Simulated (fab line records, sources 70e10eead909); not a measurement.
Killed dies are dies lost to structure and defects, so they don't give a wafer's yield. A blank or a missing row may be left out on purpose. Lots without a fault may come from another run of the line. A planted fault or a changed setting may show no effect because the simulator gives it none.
fab line records | flow nand_harc
record lots=13 wafers=39 last_day=33
route steps=1302 shown P_GATE@150 END@1302
lots that met no fault: from a run of the same line without faults
start_h: hours from the record's first day to the start of the lot's first wafer shown | wait_h: hours since the lot's step before | " the same as in the row above | L1.1+2: a row that stands for several wafers | - no value, or no start given | * or withheld: withheld | < > ~ a bound
route shown NAME@n: a module of which the file shows steps, and the number in the route of the first | usual: mean/standard deviation of fault-free wafers | same: alike in all rows | chamber/n: place in a boat | sites: the reading at each site | _std_site: their standard deviation | _edge_site: outer sites' mean less inner sites' | radius_mm: how far each site lies from the wafer's centre | mask NAME#n: copy n | behind: the tool/chamber that last shaped the wafer | hold: why the lot was held/for how many hours/how that ended | device: the transistor (n, p or np) that didn't switch | end of line: the same wafers' tests at the end of the route | a step without rows: its recipe alone | killed: dies lost to structure and defects at the first sort, not the wafer's yield | map: a wafer's dies, x killed, . not, _ none there
set.NAME: the setting as run; set.NAME@STEP: as run at that earlier step | model.NAME: the simulator's own value behind a step, which no gauge read
steps of the route over a sample of lots; a table a step, a row a wafer
services: from which hour (start_h, from the record's first day; less than 0 if before it) a tool's chamber was out of use, for how many hours, and why
## steps
# step NHARC_P_GATE_STRIP_108
# recipe o2_flow_sccm=500 ar_flow_sccm=0 bias_w=0 chemistry=O2
# usual drypump_motor_current_A=5.68/0.29 o2_flow_sccm=500.0/1.4 oes_product_au=0.999/0.011 rf_vpp_V=57.8/0.84 showerhead_plenum_p_Torr=3.55/0.14 throttle_valve_pct=17.036/0.0097
# columns lot.wafer tool chamber start_h wait_h drypump_motor_current_A o2_flow_sccm oes_product_au rf_hours_counter_h rf_vpp_V showerhead_plenum_p_Torr throttle_valve_pct
L272.1 rie_diel-07 0 109.20 - 5.68 499.1 1.019 7.2 56.7 3.33 17.033
L272.3 " 1 " " 5.34 499.5 0.992 9.0 57.5 3.59 17.029
L272.6 " 0 " " 5.68 502.1 1.006 - 58.5 3.33 17.041
L273.4 rie_diel-04 2 117.28 - 5.34 501.8 1.011 6.2 58.5 3.62 17.045
L273.2 " 3 " " 5.77 500.1 1.005 5.4 57.3 3.51 17.026
L273.5 " 3 " " 5.76 502.7 1.005 - 58.7 3.51 17.032
L275.2 rie_diel-07 3 137.07 - 5.87 499.6 0.982 0.9 57.4 3.31 17.043
L275.1 " 0 " " 5.68 497.6 1.002 0.9 57.0 3.33 17.036
L275.5 " 2 " " 5.70 499.9 0.993 - 58.2 3.62 17.029
L277.1 rie_diel-04 1 156.24 - 5.59 497.9 0.993 9.5 56.9 3.65 17.043
L277.3 " 3 " " 5.77 499.0 1.007 7.5 57.8 3.51 17.034
L277.5 " 1 " " 5.59 498.9 0.989 - 57.7 3.65 17.027
L276.2 rie_diel-12 2 156.47 - 5.58 501.9 1.011 3.4 55.9 3.35 17.035
L276.1 " 3 " " 5.51 499.5 0.996 3.7 59.9 3.48 17.025
L276.5 " 2 " " 5.62 502.1 1.009 - 56.0 3.35 17.046
L279.4 rie_diel-07 3 194.14 - 5.86 498.3 1.004 3.8 57.0 3.31 17.037
L279.2 " 1 " " 5.35 500.9 1.005 4.6 56.4 3.59 17.040
L279.6 " 3 " " 5.87 498.5 0.991 - 56.5 3.31 17.044
L280.2 rie_diel-04 3 204.55 - 5.77 498.4 0.999 2.0 58.3 3.51 17.041
L280.3 " 0 " " 6.15 499.6 1.017 2.2 59.7 3.74 17.031
L280.1 " 2 " " 5.37 501.7 1.017 1.9 57.7 3.62 17.025
L284.1 rie_diel-04 2 224.41 - 5.33 497.9 1.018 2.8 57.6 3.62 17.050
L284.4 " 0 " " 6.16 499.3 1.014 3.5 57.9 3.74 17.057
L284.6 " 2 " " 5.38 498.5 1.015 - 56.9 3.62 17.031
L290.3 rie_diel-04 2 287.19 - 5.35 499.1 0.998 5.8 56.9 3.62 17.042
L290.2 " 3 " " 5.78 498.9 1.001 5.8 58.3 3.51 17.037
L290.1 " 0 " " 6.14 499.5 1.004 6.1 59.8 3.73 17.040
L291.2 rie_diel-04 2 294.42 - 5.36 500.3 1.009 6.0 58.8 3.62 17.027
L291.4 " 1 " " 5.58 500.6 0.996 6.0 57.7 3.65 17.042
L291.5 " 3 " " 5.82 500.6 0.994 - 59.0 3.51 17.030
L292.4 rie_diel-04 0 305.93 - 6.15 498.4 1.010 6.7 58.1 3.73 17.034
L292.3 " 2 " " 5.33 498.9 1.005 6.6 58.3 3.62 17.042
L292.6 " 0 " " 6.16 499.2 1.002 - 57.2 3.73 17.031
L293.1 rie_diel-12 2 325.07 - 5.60 500.1 0.997 3.0 57.6 3.35 17.037
L293.3 " 1 " " 6.15 502.2 0.995 2.8 57.9 3.32 17.033
L293.6 " 2 " " 5.59 499.3 1.007 - 58.5 3.35 17.032
L294.1 rie_diel-04 2 328.49 - 5.33 500.9 1.016 8.0 57.2 3.61 17.045
L294.2 " 3 " " 5.82 499.7 1.007 7.9 56.7 3.51 17.032
L294.6 " 2 " " 5.36 501.3 1.018 - 57.5 3.62 17.040
# step NHARC_P_GATE_CD_MEAS_33
# usual cd_nm=119.8/2.1
# columns lot.wafer tool chamber start_h wait_h cd_nm
L272.1 cd_sem-03 - 109.38 - 116.5
L272.3 " - " " 117.8
L272.6 " - " " 118.4
L273.2 cd_sem-03 - 117.46 - 120.4
L273.4 " - " " 123.0
L273.5 " - " " 118.1
L275.1 cd_sem-02 - 137.23 - 118.0
L275.2 " - " " 121.4
L275.5 " - " " 122.3
L277.1 cd_sem-02 - 156.40 - 121.6
L277.3 " - " " 120.6
L277.5 " - " " 120.5
L276.1 cd_sem-03 - 156.63 - 121.6
L276.2 " - " " 114.9
L276.5 " - " " 118.8
L279.2 cd_sem-03 - 194.32 - 118.2
L279.4 " - " " 119.9
L279.6 " - " " 119.2
L280.1 cd_sem-03 - 204.75 0.1 121.4
L280.2 " - " " 117.7
L280.3 " - " " 121.3
L284.1 cd_sem-01 - 224.59 - 120.2
L284.4 " - " " 118.1
L284.6 " - " " 120.2
L290.1 cd_sem-02 - 287.37 - 121.6
L290.2 " - " " 123.8
L290.3 " - " " 120.6
L291.2 cd_sem-01 - 294.60 - 118.2
L291.4 " - " " 117.4
L291.5 " - " " 120.1
L292.3 cd_sem-01 - 306.11 - 119.7
L292.4 " - " " 118.4
L292.6 " - " " 118.7
L293.1 cd_sem-01 - 325.24 - 115.9
L293.3 " - " " 117.0
L293.6 " - " " 116.8
L294.1 cd_sem-03 - 328.68 0.2 119.3
L294.2 " - " " 119.7
L294.6 " - " " 122.1
# step NHARC_P_GATE_DEGAS_109
# recipe temp_c=300 time_s=60
# usual heater_power_w=484/48
# columns lot.wafer tool chamber start_h wait_h heater_power_w
L272.3 pvd_sputter-02 - 125.91 0.1 472
L272.1 " - " " 534
L272.6 " - " " 481
L273.2 pvd_sputter-03 - 133.85 0.1 379
L273.4 " - " " 464
L273.5 " - " " 472
L275.2 pvd_sputter-01 - 153.79 0.1 544
L275.1 " - " " 457
L275.5 " - " " 525
L277.1 pvd_sputter-02 - 173.06 0.1 544
L277.3 " - " " 562
L277.5 " - " " 485
L276.1 pvd_sputter-03 - 173.87 0.1 476
L276.2 " - " " 449
L276.5 " - " " 381
L279.4 pvd_sputter-03 - 210.86 0.1 442
L279.2 " - " " 470
L279.6 " - " " 481
L280.3 pvd_sputter-03 - 220.94 0.1 474
L280.1 " - " " 458
L280.2 " - " " 391
L284.4 pvd_sputter-03 - 240.99 0.1 394
L284.1 " - " " 445
L284.6 " - " " 483
L290.2 pvd_sputter-01 - 303.86 0.1 456
L290.1 " - " " 520
L290.3 " - " " 457
L291.2 pvd_sputter-02 - 311.39 0.1 546
L291.4 " - " " 482
L291.5 " - " " 459
L292.3 pvd_sputter-02 - 322.54 0.1 494
L292.4 " - " " 465
L292.6 " - " " 551
L293.1 pvd_sputter-01 - 341.70 0.1 456
L293.3 " - " " 538
L293.6 " - " " 447
L294.1 pvd_sputter-01 - 347.52 0.1 442
L294.2 " - " " 435
L294.6 " - " " 532
# step NHARC_P_GATE_SPUTTER_78
# recipe target_thk_a=100 material=Ni
# columns lot.wafer tool chamber start_h wait_h
L272.1+3+6 pvd_sputter-02 - 126.00 -
L273.2+4+5 pvd_sputter-03 - 133.95 -
L275.1+2+5 pvd_sputter-01 - 153.89 -
L277.3+1+5 pvd_sputter-02 - 173.16 -
L276.2+1+5 pvd_sputter-03 - 173.96 -
L279.4+2+6 pvd_sputter-03 - 210.96 -
L280.3+2+1 pvd_sputter-03 - 221.06 -
L284.4+1+6 pvd_sputter-03 - 241.09 -
L290.2+3+1 pvd_sputter-01 - 303.96 -
L291.2+4+5 pvd_sputter-02 - 311.48 -
L292.4+3+6 pvd_sputter-02 - 322.65 -
L293.1+3+6 pvd_sputter-01 - 341.80 -
L294.2+1+6 pvd_sputter-01 - 347.64 -
# step NHARC_P_GATE_INSPECT_68
# usual raw_defect_count=187/73
# columns lot.wafer tool chamber start_h wait_h raw_defect_count
L272.1 defect_inspect-02 - 126.86 0.2 226
L272.3 " - " " 248
L272.6 " - " " 286
L273.2 defect_inspect-01 - 134.79 0.1 160
L273.4 " - " " 130
L273.5 " - " " 158
L275.1 defect_inspect-02 - 154.92 0.3 174
L275.2 " - " " 225
L275.5 " - " " 217
L277.1 defect_inspect-01 - 174.04 0.2 213
L277.3 " - " " 100
L277.5 " - " " 124
L276.1 defect_inspect-02 - 174.81 0.2 572
L276.2 " - " " 224
L276.5 " - " " 187
L279.2 defect_inspect-01 - 211.83 0.1 225
L279.4 " - " " 201
L279.6 " - " " 238
L280.1 defect_inspect-01 - 221.91 0.2 1294
L280.2 " - " " 1372
L280.3 " - " " 1252
L284.1 defect_inspect-01 - 241.94 0.2 1187
L284.4 " - " " 1099
L284.6 " - " " 1128
L290.1 defect_inspect-02 - 304.81 0.2 119
L290.2 " - " " 183
L290.3 " - " " 161
L291.2 defect_inspect-02 - 312.33 0.1 411
L291.4 " - " " 148
L291.5 " - " " 210
L292.3 defect_inspect-02 - 323.50 0.1 145
L292.4 " - " " 221
L292.6 " - " " 133
L293.1 defect_inspect-02 - 342.65 0.2 375
L293.3 " - " " 220
L293.6 " - " " 190
L294.1 defect_inspect-02 - 348.48 0.2 85
L294.2 " - " " 173
L294.6 " - " " 140
# step NHARC_END_SORT_01
# recipe temp_c=25
# usual killed_at_array=59/16 killed_at_other=0.8/1.1 killed_at_periphery=3.6/2.4 killed_dies=64/16 killed_open=3.4/1.8 killed_short=2.5/1.6
# same gross_dies=677
# columns lot.wafer tool chamber start_h wait_h killed_at_array killed_at_other killed_at_periphery killed_dies killed_open killed_short
L284.1 prober-02 0 682.34 2.5 37 0 77 114 2 3
L284.4 prober-02 0 684.71 3.4 46 1 90 137 3 3
L284.6 prober-02 0 686.28 3.9 50 0 67 117 5 4
L280.1 prober-02 0 690.10 2.5 63 1 79 143 3 1
L280.2 prober-02 0 690.90 2.8 59 3 63 125 2 1
L280.3 prober-02 0 691.70 3.1 50 0 87 137 1 0
# killed by level:class
L284.1 P_GATE:unspecified=72 A_SLIT:chamber_film_flake=25 A_CHANNEL_HOLE_D1:chamber_film_flake=5 P_STI:chamber_film_flake=4 A_CONTACT:chamber_film_flake=3 P_M0:geometric_particle:open=1 A_ONON_D1:geometric_particle:short=1 A_DECK1_JOINT:geometric_particle:short=1
L284.4 P_GATE:unspecified=83 A_SLIT:chamber_film_flake=29 A_CHANNEL_HOLE_D1:chamber_film_flake=6 P_STI:chamber_film_flake=4 A_CONTACT:chamber_film_flake=3 P_M0:geometric_particle:open=2 A_CHANNEL_FILL_D1:chamber_film_flake=2 A_STAIRCASE:chamber_film_flake=2
L284.6 P_GATE:unspecified=60 A_SLIT:chamber_film_flake=31 A_CHANNEL_HOLE_D1:chamber_film_flake=6 P_STI:chamber_film_flake=5 A_CONTACT:chamber_film_flake=4 A_CHANNEL_HOLE_D1:geometric_particle:short=2 P_M0:geometric_particle:open=1 P_BONDPAD:geometric_particle:short=1
L280.1 P_GATE:unspecified=72 A_CHANNEL_HOLE_D1:chamber_film_flake=29 A_CHANNEL_HOLE_D2:chamber_film_flake=16 A_CONTACT:chamber_film_flake=5 P_M0:chamber_film_flake=5 A_STAIRCASE:chamber_film_flake=4 A_DECK1_JOINT:chamber_film_flake=3 A_CHANNEL_FILL_D1:chamber_film_flake=2
L280.2 P_GATE:unspecified=61 A_CHANNEL_HOLE_D1:chamber_film_flake=35 A_CHANNEL_HOLE_D2:chamber_film_flake=13 A_STAIRCASE:chamber_film_flake=3 THIN_TSV:chamber_film_flake=3 A_CHANNEL_FILL_D1:chamber_film_flake=2 A_DECK1_JOINT:chamber_film_flake=2 P_GATE:geometric_particle:open=1
L280.3 P_GATE:unspecified=80 A_CHANNEL_HOLE_D1:chamber_film_flake=29 A_CHANNEL_HOLE_D2:chamber_film_flake=8 P_M0:chamber_film_flake=5 A_STAIRCASE:chamber_film_flake=4 A_CONTACT:chamber_film_flake=4 A_CHANNEL_FILL_D1:chamber_film_flake=3 P_CONTACT:geometric_particle:open=1
## services
# columns tool chamber start_h hours kind
rie_diel-12 - 91.40 9.0 pm
pvd_sputter-02 - 104.00 10.0 pm
rie_diel-12 0 105.95 1.7 repair
rie_diel-07 - 117.20 9.0 pm
rie_diel-07 2 130.49 3.1 repair
rie_diel-12 0 135.20 6.2 repair
rie_diel-07 - 170.29 0.1 repair
rie_diel-12 0 177.40 1.7 repair
rie_diel-04 - 177.95 9.0 pm
pvd_sputter-03 - 180.95 10.0 pm
pvd_sputter-03 - 192.77 2.6 repair
rie_diel-04 1 201.17 6.9 repair
pvd_sputter-02 - 207.87 0.5 repair
pvd_sputter-01 - 226.00 10.0 pm
rie_diel-12 0 241.68 12.6 repair
rie_diel-04 1 254.07 4.7 repair
pvd_sputter-02 - 273.09 8.9 repair
rie_diel-04 0 278.38 8.1 repair
pvd_sputter-02 - 282.00 10.0 pm
pvd_sputter-03 - 298.99 0.8 repair
pvd_sputter-03 - 303.09 4.9 repair
rie_diel-04 0 319.82 6.6 repair
rie_diel-04 1 320.17 27.7 repair
pvd_sputter-03 - 333.55 8.2 repair
## key
first_sign step=NHARC_P_GATE_INSPECT_68 reading=raw_defect_count direction=up sigmas=14 usual=187 struck=1222
effect step=NHARC_END_SORT_01 reading=killed_at_periphery direction=up sigmas=30 usual=3.6 struck=77.2
more_kills_born_at NHARC_P_GATE_SPUTTER_78@pvd_sputter-03=428
met_at NHARC_P_GATE_SPUTTER_78
struck_lots L280,L284
tester_left_out L280,L284
not_acting_at NHARC_P_GATE_STRIP_108,NHARC_P_GATE_CD_MEAS_33,NHARC_P_GATE_DEGAS_109
onset_between 210.96 221.06
fault kind=chamber_particle_source tool=pvd_sputter-03 chamber=- onset_h=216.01 steps=NHARC_P_GATE_SPUTTER_78 rate_per_visit_cm2=1.6163 end_h=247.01
# tester_left_out: of these lots the tester's yield and bins aren't shown, on N5 and GAA mostly nor the transistor test; their killed dies are dies lost to structure and defects alone, not to doping, threshold or leakage, so they don't give the yield
